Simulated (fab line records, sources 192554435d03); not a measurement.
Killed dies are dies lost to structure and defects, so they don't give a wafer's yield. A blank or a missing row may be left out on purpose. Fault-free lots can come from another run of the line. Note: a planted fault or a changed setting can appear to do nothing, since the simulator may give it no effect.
A lot that was struck, set against a sound lot / flow n5Finfet / 15 steps out of a route of 1938
Sound: these wafers, L363.1, L363.5, L363.6. Struck: wafers L352.3, L352.5, L352.6. Last of all comes the cause.
For every step that has rows: the tool of each side, followed by ch and its chambers, followed by its first start. Under that, the readings that differ: sound wafers / struck wafers / difference of the means / sigmas: that difference in standard deviations of wafers without a fault.
alike: readings with means less than 2 such deviations apart, plus words and numbers identical on both sides. not compared: withheld readings, readings lacking a value on some wafer, bounds such as >300 that could conceal the same value, and numbers that have no deviation in the record and whose values overlap.
The two part at a step that has a row with sigmas, a row that says differs or no value, or rows on one side only. Non-overlapping numbers with no deviation appear without sigmas and do not part them. Lack of a reading on every wafer of one side parts them only where that side has two or more wafers.

N5_BEOL_M1_ALD_84: deposits TaN, pulse time 2 s, purge time 3 s, co reactant purge time 2 s.
  sound on aldMetal-01 ch 0,2,3, day 10 08:59; struck on aldMetal-01 ch 2,3, day 7 15:17
  alike: heaterPowerW
then, 7 steps without rows for these wafers: N5_BEOL_M1_SURFACE_TREAT_85; N5_BEOL_M1_CVD_47 (deposits Co from CCTBA/H2, target thk 3 nm, time 223.8 s); N5_BEOL_M1_SPUTTER_48 (material Cu, target thk 4.5 nm, time 8.29 s); N5_BEOL_M1_ANNEAL_49 (time 240 s); N5_BEOL_M1_SPUTTER_79 (material Cu, target thk 4.5 nm, time 8.29 s); N5_BEOL_M1_ANNEAL_80 (time 240 s); N5_BEOL_M1_SPUTTER_81 (material Cu, target thk 4.5 nm, time 8.29 s).
N5_BEOL_M1_ANNEAL_82: time 240 s.
  sound: pvdSputter-01 at day 10 10:28; struck: pvdSputter-01 at day 7 16:25
  alike: heaterPowerW, susceptorTempC
N5_BEOL_M1_SPUTTER_86: material Cu, target thk 4.5 nm, time 8.29 s.
  sound: pvdSputter-01 at day 10 10:37; struck: pvdSputter-01 at day 7 16:34
  alike: chuckSensorTempC, throttleValvePct
then, 1 step without rows for these wafers: N5_BEOL_M1_ANNEAL_87 (time 240 s).
N5_BEOL_M1_SPUTTER_88: material Cu, target thk 4.5 nm, time 8.29 s.
  sound: pvdSputter-01 at day 10 10:50; struck: pvdSputter-01 at day 7 16:47
  alike: chuckSensorTempC, throttleValvePct
N5_BEOL_M1_ANNEAL_89: time 240 s.
  sound: pvdSputter-01 at day 10 10:55; struck: pvdSputter-01 at day 7 16:52
  no value came back on the struck wafers for heaterPowerW (W), susceptorTempC (C); on the sound wafers heaterPowerW (W) reads 736 749 832
N5_BEOL_M1_SPUTTER_90: material Cu, target thk 4.5 nm, time 8.29 s.
  sound: pvdSputter-01 at day 10 11:03; struck: pvdSputter-01 at day 7 17:00
  alike: chuckSensorTempC, throttleValvePct
N5_BEOL_M4_RC_MEAS_101:
  sound on prober-02 ch 0, day 12 12:56; struck on prober-01 ch 0, day 9 04:38
  alike: DIBL_N, DIBL_P, IOFF_N, IOFF_P, ION_N, ION_P, SS_N, SS_P, VT_N, VT_P

## WHERE THEY PART
Only at N5_BEOL_M1_ANNEAL_89, as far as this record shows. Later steps at which nothing parts them and some readings are alike: N5_BEOL_M1_SPUTTER_90, N5_BEOL_M4_RC_MEAS_101.

WHY: what the simulator had put in
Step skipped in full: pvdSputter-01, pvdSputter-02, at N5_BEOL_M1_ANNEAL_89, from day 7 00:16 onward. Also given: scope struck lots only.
